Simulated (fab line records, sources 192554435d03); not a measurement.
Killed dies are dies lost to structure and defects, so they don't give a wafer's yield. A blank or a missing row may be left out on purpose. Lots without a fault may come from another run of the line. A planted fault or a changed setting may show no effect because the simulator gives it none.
Which tool did it? | flow n5_finfet | 11 lots, 33 wafers sampled, at 5 steps of a route of 1938

WHAT THE GAUGES READ, wafer by wafer
N5_PMOS_HMC_CHANNEL_EPI_INSPECT_30: inspects for defects (darkfield). Usual: raw_defect_count 18, standard deviation 6.
lot  | measured    | on                | raw_defect_count | flag
L344 | day 1 20:18 | defect_inspect-02 | 9 24 21          |
L345 | day 2 02:41 | defect_inspect-01 | 26 22 14         |
L346 | day 2 08:28 | defect_inspect-02 | 13 18 25         |
L347 | day 2 14:51 | defect_inspect-02 | 18 13 26         |
L348 | day 2 21:05 | defect_inspect-01 | 13 13 19         |
L354 | day 4 07:58 | defect_inspect-02 | 24 25 19         |
L355 | day 4 14:49 | defect_inspect-01 | 17 22 27         |
L363 | day 6 14:19 | defect_inspect-01 | 23 19 17         |
L364 | day 6 20:04 | defect_inspect-01 | 9 16 13          |
L366 | day 7 08:04 | defect_inspect-01 | 17 18 25         |
L367 | day 7 14:28 | defect_inspect-02 | 13 9 12          |

N5_FIN_SAQP_CD_MEAS_16: target cd 35.6 nm. Usual: cd_nm 35.6 nm, standard deviation 0.35.
lot  | measured    | on        | cd_nm (nm)     | flag
L344 | day 1 21:38 | cd_sem-03 | 35.6 35.5 35.5 |
L345 | day 2 03:58 | cd_sem-02 | 35.4 35.4 34.8 |
L346 | day 2 09:40 | cd_sem-02 | 36.2 35.8 35.8 |
L347 | day 2 16:03 | cd_sem-02 | 35.4 35.8 35.7 |
L348 | day 2 22:31 | cd_sem-03 | 35.4 36.2 35.4 |
L354 | day 4 09:17 | cd_sem-02 | 35.5 35.7 35.7 |
L355 | day 4 16:08 | cd_sem-02 | 35.5 35.9 35.7 |
L363 | day 6 15:55 | cd_sem-02 | 35.7 36.1 35.9 |
L364 | day 6 21:24 | cd_sem-01 | 35.7 35.7 35.4 |
L366 | day 7 10:11 | cd_sem-01 | 35.7 35.6 35.2 |
L367 | day 7 15:40 | cd_sem-03 | 35.2 35.8 35.5 |

N5_BEOL_M4_RC_MEAS_101. Usual: DIBL_N 37.0 mV/V, standard deviation 1.6; DIBL_P 37.0 mV/V, standard deviation 2.1; IOFF_N 0.17 nA/um, standard deviation 0.032; IOFF_P 0.22 nA/um, standard deviation 0.043; ION_N 679 uA/um, standard deviation 13; ION_P 465 uA/um, standard deviation 9.5; SS_N 71.7 mV/dec, standard deviation 0.59; SS_P 73.6 mV/dec, standard deviation 0.64; VT_N 249 mV, standard deviation 3.2; VT_P -249 mV, standard deviation 4.1.
lot  | measured     | on        | DIBL_N (mV/V)  | DIBL_P (mV/V)  | IOFF_N (nA/um) | IOFF_P (nA/um) | ION_N (uA/um) | ION_P (uA/um) | SS_N (mV/dec)  | SS_P (mV/dec)  | VT_N (mV)   | VT_P (mV)      | flag
L344 | day 10 21:20 | prober-01 | 36.1 37.7 35.1 | 34.2 34.9 34.2 | 0.13 0.15 0.12 | 0.17 0.18 0.17 | 663 662 656   | 454 453 450   | 71.3 71.9 72.3 | 73.7 73.6 73.1 | 252 252 257 | -257 -256 -255 |
L345 | day 10 13:54 | prober-01 | 36.1 37.5 37.3 | 36.0 37.2 38.1 | 0.16 0.19 0.18 | 0.21 0.23 0.24 | 678 689 684   | 468 465 471   | 71.3 71.9 71.9 | 73.6 73.3 73.5 | 247 245 245 | -248 -249 -250 |
L346 | day 10 23:23 | prober-01 | 37.1 36.9 35.1 | 37.7 37.9 35.9 | 0.15 0.15 0.13 | 0.20 0.20 0.19 | 663 678 679   | 453 467 467   | 72.1 71.6 71.2 | 74.2 74.0 73.1 | 252 253 253 | -254 -254 -250 |
L347 | day 11 15:25 | prober-02 | 39.7 36.7 38.7 | 40.1 36.3 38.5 | 0.21 0.14 0.18 | 0.25 0.18 0.22 | 700 675 689   | 472 464 468   | 72.9 71.8 72.4 | 74.7 73.7 74.1 | 248 254 248 | -249 -253 -253 |
L348 | day 10 21:41 | prober-02 | 39.1 34.8 36.4 | 40.2 35.0 37.1 | 0.24 0.13 0.18 | 0.30 0.19 0.23 | 680 659 685   | 467 463 468   | 72.0 71.8 72.3 | 74.4 73.2 73.3 | 245 254 250 | -247 -249 -248 |
L354 | day 13 01:14 | prober-01 | 37.5 36.7 35.6 | 38.7 37.8 38.1 | 0.18 0.17 0.15 | 0.22 0.20 0.19 | 673 681 673   | 464 461 457   | 71.7 71.0 71.5 | 74.2 73.7 73.7 | 248 248 250 | -253 -253 -255 |
L355 | day 14 07:47 | prober-01 | 34.2 38.7 36.4 | 35.3 39.0 38.1 | 0.12 0.20 0.16 | 0.20 0.26 0.24 | 660 683 675   | 456 473 469   | 70.2 72.5 71.5 | 74.0 74.5 74.5 | 254 249 248 | -250 -246 -248 |
L363 | day 15 07:17 | prober-02 | 35.7 37.2 36.7 | 35.7 38.3 36.9 | 0.15 0.19 0.16 | 0.22 0.26 0.21 | 668 687 670   | 463 472 458   | 72.1 72.0 71.7 | 73.2 73.7 74.2 | 249 248 252 | -248 -247 -249 |
L364 | day 16 07:55 | prober-01 | 36.6 34.4 34.6 | 36.5 34.2 34.8 | 0.17 0.13 0.14 | 0.20 0.17 0.18 | 679 667 679   | 456 457 464   | 71.8 70.5 70.6 | 73.6 72.9 73.1 | 247 251 251 | -254 -253 -252 |
L366 | day 16 15:03 | prober-02 | 38.4 39.6 39.7 | 39.5 40.4 40.2 | 0.22 0.26 0.25 | 0.32 0.36 0.35 | 700 719 707   | 492 489 487   | 71.9 72.6 72.2 | 74.2 75.2 74.7 | 243 241 242 | -240 -240 -238 |
L367 | day 16 17:29 | prober-01 | 35.9 35.7 36.5 | 33.4 34.1 36.1 | 0.13 0.14 0.16 | 0.17 0.18 0.22 | 649 667 661   | 447 449 460   | 71.5 71.5 72.2 | 72.9 73.3 73.4 | 253 248 249 | -255 -253 -251 |

WHICH TOOL RAN EACH LOT (tool, then ch and the chambers of the sampled wafers, then the start)
lot  | N5_FIN_SAQP_PECVD_47           | N5_FIN_SAQP_COAT_50
L344 | pecvd-03 ch 1,2, day 1 20:59   | litho_track-05 ch 0, day 1 21:16
L345 | pecvd-01 ch 0,2, day 2 03:25   | litho_track-01 ch 0, day 2 03:43
L346 | pecvd-03 ch 0,1,2, day 2 09:08 | litho_track-01 ch 0, day 2 09:26
L347 | pecvd-03 ch 1,2, day 2 15:31   | litho_track-04 ch 0, day 2 15:49
L348 | pecvd-03 ch 0,1, day 2 21:55   | litho_track-04 ch 0, day 2 22:16
L354 | pecvd-03 ch 1,2, day 4 08:38   | litho_track-04 ch 0, day 4 08:55
L355 | pecvd-03 ch 0,2, day 4 15:29   | litho_track-04 ch 0, day 4 15:46
L363 | pecvd-03 ch 0,2, day 6 15:16   | litho_track-01 ch 0, day 6 15:33
L364 | pecvd-01 ch 0,2, day 6 20:49   | litho_track-01 ch 0, day 6 21:10
L366 | pecvd-02 ch 0,1, day 7 09:31   | litho_track-04 ch 0, day 7 09:49
L367 | pecvd-02 ch 1,2, day 7 15:08   | litho_track-01 ch 0, day 7 15:25
- N5_FIN_SAQP_PECVD_47: deposits a-Si from SiH4/He, target thk 45 nm, time 36.3 s.
- N5_FIN_SAQP_COAT_50: time 60 s, resist thk 35 nm.

WHAT THE TOOLS THEMSELVES READ (means of the sampled wafers that have a number; where no wafer has one, the mark that the record gives instead)
N5_FIN_SAQP_PECVD_47. Usual: heater_power_w 938 W, standard deviation 74; rf_fwd_power_W 99.0 W, standard deviation 0.42; showerhead_plenum_p_Torr 5.63 Torr, standard deviation 0.064; throttle_valve_pct 18.1 %, standard deviation 0.98.
lot  | tool     | heater_power_w (W) | rf_fwd_power_W (W) | showerhead_plenum_p_Torr (Torr) | throttle_valve_pct (%) | flag
L344 | pecvd-03 | 871                | 98.9               | 5.55                            | 17.8                   |
L345 | pecvd-01 | 946                | 98.8               | 5.63                            | 18.1                   |
L346 | pecvd-03 | 943                | 99.2               | 5.61                            | 18.1                   |
L347 | pecvd-03 | 927                | 99.1               | 5.56                            | 17.8                   |
L348 | pecvd-03 | 1034               | 99.1               | 5.67                            | 18.6                   |
L354 | pecvd-03 | 879                | 99.5               | 5.57                            | 17.8                   |
L355 | pecvd-03 | 992                | 99.5               | 5.63                            | 18.3                   |
L363 | pecvd-03 | 947                | 98.9               | 5.63                            | 18.3                   |
L364 | pecvd-01 | 965                | 98.8               | 5.63                            | 18.0                   |
L366 | pecvd-02 | 971                | 98.9               | 5.68                            | 17.5                   |
L367 | pecvd-02 | 964                | 99.4               | 5.71                            | 17.2                   |

N5_FIN_SAQP_COAT_50. Usual: spin_speed_rpm 1500.1 rpm, standard deviation 0.96.
lot  | tool           | spin_speed_rpm (rpm) | flag
L344 | litho_track-05 | 1501.1               |
L345 | litho_track-01 | 1500.3               |
L346 | litho_track-01 | 1500.6               |
L347 | litho_track-04 | 1499.1               |
L348 | litho_track-04 | 1501.5               |
L354 | litho_track-04 | 1535.8               | OFF
L355 | litho_track-04 | 1536.4               | OFF
L363 | litho_track-01 | 1498.9               |
L364 | litho_track-01 | 1499.3               |
L366 | litho_track-04 | 1499.8               |
L367 | litho_track-01 | 1499.5               |

THE ANSWER, worked out from the rows above alone
Rule: a lot is off if the mean of its wafers that have a number lies more than 3 standard deviations from the usual mean. A lot without any number at a reading at which 4 lots or more have one is off too. The other lots that the step has rows for count as sound. The gauges are gone through in route order, then the tools' own readings, and for those a lot's mean is taken as printed above. The first step at which some lot is off is used, and at that step the reading that is off furthest; a lot without a number counts as furthest.
Off: L354, L355, at N5_FIN_SAQP_COAT_50 (spin_speed_rpm).
A tool fits if, at that step or a process step before it, it ran every lot that is off, and no sound lot after the first of them. None of those tried fits.

WHAT THE SIMULATOR HAD PUT IN
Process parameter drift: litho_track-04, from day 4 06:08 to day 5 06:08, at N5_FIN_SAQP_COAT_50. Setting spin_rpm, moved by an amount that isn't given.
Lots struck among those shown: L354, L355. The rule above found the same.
